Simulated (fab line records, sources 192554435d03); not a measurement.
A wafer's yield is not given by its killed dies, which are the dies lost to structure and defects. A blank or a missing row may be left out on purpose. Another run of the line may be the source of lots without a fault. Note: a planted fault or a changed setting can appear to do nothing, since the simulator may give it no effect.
8D (eight disciplines) problem report, filled in by code || flow n5 finfet || the parts of the form that need people (team, actions taken, sign-off) are left out

1. THE PROBLEM
At N5_HKMG_FIN_COAT_06, spin speed rpm averages 1718.6 rpm over 6 wafers from 2 lots, while fault-free wafers read 1500.0 rpm, standard deviation 0.98. That is +99 or more standard deviations from the usual mean.
The step: resist thk 90 nm.
First seen on wafer L634.2, day 6 10:41, on litho track-01. At this step, 18 wafers from 6 lots have a number in the record. By rule, "out" or "out of limits" means more than 4 standard deviations away from the usual mean. The other wafers with a number count as sound.

2. WHAT THIS IS AND IS NOT
{"question": "which readings at this step", "is": "spin speed rpm", "is not": "dispense pressure kPa"}
{"question": "which lots", "is": "L634, L635", "is not": "L640, L642, L644, L646"}
{"question": "which wafers of those lots", "is": "all that have a number", "is not": "-"}
{"question": "read on which tools", "is": "litho track-01", "is not": "litho track-02, litho track-04"}
{"question": "when", "is": "from day 6 10:41", "is not": "up to then (0 sound wafers); but 12 sound wafers of L640, L642, L644, L646 came after"}

3. SUSPECTS, AND WHAT RULES EACH OUT
Counting: a tool stays on the suspect list if, at a process step up to the reading, it processed all lots that are out and no sound lot following the first of them.
- ald metal-04 at N5_HKMG_FIN_ALD_36 (deposits TiN, target thk 1 nm, pulse time 1 s, purge time 3 s): ruled out as a lasting fault. Sound lots L644 ran on it after its first lot that is out, L634 (day 6 09:53).
- litho track-01 at N5_HKMG_FIN_COAT_06 (resist thk 90 nm): kept. It ran every lot that is out, first L634 (day 6 10:41), and no sound lot after that. On those wafers its own readings are out: spin speed rpm.
Left after counting: litho track-01 at N5_HKMG_FIN_COAT_06.

4. THE CAUSE (what the simulator had put in)
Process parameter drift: litho track-01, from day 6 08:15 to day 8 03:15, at N5_HKMG_FIN_COAT_06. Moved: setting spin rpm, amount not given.
After counting, this tool was the only one left.

5. THE EFFECT CHAIN, in route order
Each row: a reading whose mean over the struck wafers that have a number lies more than 3 standard deviations from the usual. Readings are gone through only where the record gives a usual standard deviation; hours: the median, over the lots, of the time from a lot's start at the first step in this table giving one to that lot's start at this step; sigmas: the change measured in usual standard deviations.
{"hours": 0, "step": "N5_HKMG_FIN_COAT_06", "reading": "spin speed rpm", "usual": "1500.0 rpm", "on struck wafers": 1718.6, "change": "+218.6", "sigmas": "+99 or more"}
Process steps it contains:
- N5_HKMG_FIN_COAT_06: resist thk 90 nm.
At these later measuring or inspecting steps, every struck wafer for which the step has a row has a number for every such reading, and none has moved that far: N5_HKMG_FIN_CD_MEAS_12, N5_HKMG_FIN_OVL_MEAS_13, N5_HKMG_FIN_INSPECT_14.

6. WHAT WOULD HAVE CAUGHT IT SOONER
The fault began at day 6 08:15; the first out-of-limits reading in this record came at day 6 10:41, 2 hours later.
